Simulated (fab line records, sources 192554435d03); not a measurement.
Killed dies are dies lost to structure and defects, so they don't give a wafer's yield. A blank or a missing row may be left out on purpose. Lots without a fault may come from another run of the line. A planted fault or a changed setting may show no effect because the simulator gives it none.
One fault seen from 2 desks | flow n5_finfet | each desk has only its own numbers; what lay behind them comes last

THE TOOL OWNER'S DESK: rie_diel-02
The tool's own readings at N5_BEOL_M10_TRENCH_ETCH_37 (etches SiCOH lowk in C4F6/O2, target depth 148.83 nm, time 48 s): means of the sampled wafers that have a number, for each lot that ran on this tool. A lot is out of limits, marked OUT, if its mean lies more than 4 standard deviations from the usual mean; the brackets give that distance.
Columns: A = drypump_motor_current_A at N5_BEOL_M10_TRENCH_ETCH_37, usual 5.8 A; B = mfc_ar_sccm at N5_BEOL_M10_TRENCH_ETCH_37, usual 300.1 sccm; C = oes_product_au at N5_BEOL_M10_TRENCH_ETCH_37, usual 0.78 a.u.; D = rf_fwd_power_W at N5_BEOL_M10_TRENCH_ETCH_37, usual 341.2 W; E = rf_vpp_V at N5_BEOL_M10_TRENCH_ETCH_37, usual 665 V; F = showerhead_plenum_p_Torr at N5_BEOL_M10_TRENCH_ETCH_37, usual 2.79 Torr; G = throttle_valve_pct at N5_BEOL_M10_TRENCH_ETCH_37, usual 20.93 %
lot  | first seen here | A   | B     | C    | D     | E   | F    | G
L540 | day 11 18:13    | 6.0 | 300.4 | 0.70 | 341.6 | 661 | 2.83 | 21.20
L544 | day 13 04:26    | 5.8 | 300.1 | 0.73 | 340.9 | 666 | 2.77 | 20.94
L546 | day 13 14:59    | 5.9 | 299.7 | 0.70 | 341.5 | 669 | 2.79 | 20.86
L552 | day 14 23:40    | 5.9 | 301.4 | 0.70 | 341.5 | 663 | 2.79 | 21.10
L553 | day 15 02:38    | 5.9 | 301.0 | 0.72 | 340.9 | 662 | 2.80 | 21.14
This desk's finding: nothing out of limits on any of the 5 lots.

THE METROLOGY DESK
What the gauges read, lot by lot, whatever tool the lot ran on: means of the sampled wafers that have a number. A lot is out of limits, marked OUT, if its mean lies more than 4 standard deviations from the usual mean; the brackets give that distance.
Columns: A = PASS_OPEN_OVL at N5_PASSIVATION_OVL_MEAS_66, usual -2 nm
lot  | first seen here | A
L534 | day 11 21:32    | -1
L540 | day 13 18:01    | 3
L542 | day 14 05:52    | 1
L545 | day 14 19:57    | -2
L544 | day 15 03:55    | -5
L543 | day 15 04:20    | 2
L546 | day 15 15:34    | -3
L552 | day 16 20:05    | 0
L553 | day 16 23:32    | 4
L557 | day 18 09:28    | 2
This desk's finding: nothing out of limits on any of the 10 lots.

PUT TOGETHER
The tool owner's desk saw nothing out of limits.
The metrology desk saw nothing out of limits.

WHAT THE SIMULATOR HAD PUT IN
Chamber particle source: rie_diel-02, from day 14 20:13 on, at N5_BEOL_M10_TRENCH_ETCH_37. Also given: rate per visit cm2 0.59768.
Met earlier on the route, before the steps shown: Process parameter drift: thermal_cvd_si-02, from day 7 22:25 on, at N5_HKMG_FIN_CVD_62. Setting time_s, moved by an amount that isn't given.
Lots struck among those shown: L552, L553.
